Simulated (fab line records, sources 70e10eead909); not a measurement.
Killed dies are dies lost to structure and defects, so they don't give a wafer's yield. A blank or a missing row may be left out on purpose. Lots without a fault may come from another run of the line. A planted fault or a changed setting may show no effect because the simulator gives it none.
Problem report in the 8D (eight disciplines) form, filled by code | flow nand_harc | the parts of the form that need people (team, actions taken, sign-off) are left out

1. THE PROBLEM
oes_product_au at NHARC_A_SLIT_ETCH_29 reads a mean of 0.912 a.u. on 2 wafers of 2 lots; wafers without a fault read 1.002 a.u. with a standard deviation of 0.012. That is -7.5 standard deviations from the usual mean.
The step: etches the open film in CF4/O2, target depth 100 nm, overetch 10 nm, time 55 s.
First seen on wafer L609.6, day 17 15:29, on rie_diel-07. The record holds 42 wafers of 14 lots with a number at this step. Rule for "out", or "out of limits": more than 4 standard deviations from the usual mean. The other wafers with a number count as sound.

2. WHAT IT IS AND WHAT IT IS NOT
question                    | is                | is not
which readings at this step | oes_product_au    | drypump_motor_current_A, mfc_ar_sccm, oes_o_777_au, rf_vpp_V, showerhead_plenum_p_Torr, throttle_valve_pct
which lots                  | L609, L611        | L599, L600, L601, L602, L604, L607, L608, L610, L613, L617, L620, L621
which wafers of those lots  | L609.6, L611.6    | L609.2, L609.4, L611.2, L611.4
read on which tools         | rie_diel-07       | rie_diel-09, rie_diel-10
when                        | from day 17 15:29 | up to then (23 sound wafers); but 17 sound wafers of L610, L611, L613, L617, L620, L621 came after

3. SUSPECTS, AND WHAT RULES EACH OUT
Counting: a tool at a process step up to the reading stays a suspect if it ran every lot that is out. Sound lots after the first of them don't rule it out here, since some wafers of a struck lot are sound.
- rie_diel-07 at NHARC_A_SLIT_ETCH_29 (etches the open film in CF4/O2, target depth 100 nm, overetch 10 nm, time 55 s): kept. It ran every lot that is out, first L609 (day 17 15:29); its last sound lot up to then is L608 (day 16 22:16). Its own readings are out on those wafers: oes_product_au.
Left after counting: rie_diel-07 at NHARC_A_SLIT_ETCH_29.

4. THE CAUSE (what the simulator had put in)
Process parameter drift: rie_diel-07, from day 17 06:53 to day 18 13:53, at NHARC_A_SLIT_ETCH_29. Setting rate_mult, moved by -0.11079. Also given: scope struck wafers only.
Counting left only this tool.

5. THE CHAIN OF EFFECTS, in route order
Each row: a reading whose mean over the struck wafers that have a number lies more than 3 standard deviations from the usual. Only readings for which the record gives a usual standard deviation are gone through. hours: the time from each lot's start at the first step in this table that gives one to its start at this step, as a median over the lots. sigmas: the change in usual standard deviations.
hours | step                 | reading        | usual      | on struck wafers | change | sigmas
0     | NHARC_A_SLIT_ETCH_29 | oes_product_au | 1.002 a.u. | 0.912            | -0.090 | -7.5
The process steps in it:
- NHARC_A_SLIT_ETCH_29: etches the open film in CF4/O2, target depth 100 nm, overetch 10 nm, time 55 s.

6. WHAT WOULD HAVE CAUGHT IT SOONER
In this record the first reading out of limits was taken at day 17 15:29, 9 hours after the fault began at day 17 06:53.
